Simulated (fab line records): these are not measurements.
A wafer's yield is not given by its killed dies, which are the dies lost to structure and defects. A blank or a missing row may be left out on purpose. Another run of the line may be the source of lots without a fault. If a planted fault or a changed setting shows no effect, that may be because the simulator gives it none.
Which tool did it?	flow nand-harc	at 1 step of a route of 1302, 13 lots with 39 wafers sampled

## WHAT THE GAUGES SHOWED, per wafer
NHARC_P_BONDPAD_CD_MEAS_09 targets a cd of 500 nm. Usual: cd-nm 502.5 nm, standard deviation 2.
lot	measured	on	cd-nm (nm)	flag
L740	day 6 17:36	cd-sem-03	501.1 502.4 502.5	
L741	day 6 21:04	cd-sem-02	502.1 501.3 502.1	
L742	day 7 09:52	cd-sem-03	501.8 506.1 504.2	
L744	day 8 07:25	cd-sem-02	503.6 506.3 503.2	
L745	day 8 20:35	cd-sem-03	502.9 503.4 498.7	
L749	day 10 15:55	cd-sem-03	501.9 502.5 504.8	
L751	day 11 07:56	cd-sem-03	501.1 500.7 501.5	
L752	day 11 10:45	cd-sem-01	505.3 505.9 505.0	
L755	day 12 17:55	cd-sem-03	500.8 500.3 505.5	
L758	day 14 02:51	cd-sem-02	499.3 502.4 502.1	
L760	day 14 22:27	cd-sem-03	503.4 501.1 500.7	
L762	day 15 19:59	cd-sem-03	500.9 505.8 503.4	
L763	day 16 11:16	cd-sem-02	500.6 501.1 502.4	

## WHICH TOOL RAN EACH LOT (tool, then ch and the chambers of the sampled wafers, then the start)
Before these readings, the record contains no process step.

## WHAT THE TOOLS THEMSELVES READ (means of the sampled wafers that have a number; where no wafer has one, the mark that the record gives instead)
The record holds no such reading with a usual standard deviation.

## THE ANSWER, worked out from the rows above alone
Rule: take the mean of a lot's wafers that have a number; if it is more than 3 standard deviations from the usual mean, the lot is off. A lot without any number at a reading at which 4 lots or more have one is off too. The other lots that the step has rows for count as sound. The gauges are gone through in route order, then the tools' own readings, and for those a lot's mean is taken as printed above. At the first step where some lot is off, the reading lying furthest off is the one used; lots without a number count as furthest.
None of the lots is off at any reading shown; this tells nothing.

## WHAT WAS PUT IN BY THE SIMULATOR
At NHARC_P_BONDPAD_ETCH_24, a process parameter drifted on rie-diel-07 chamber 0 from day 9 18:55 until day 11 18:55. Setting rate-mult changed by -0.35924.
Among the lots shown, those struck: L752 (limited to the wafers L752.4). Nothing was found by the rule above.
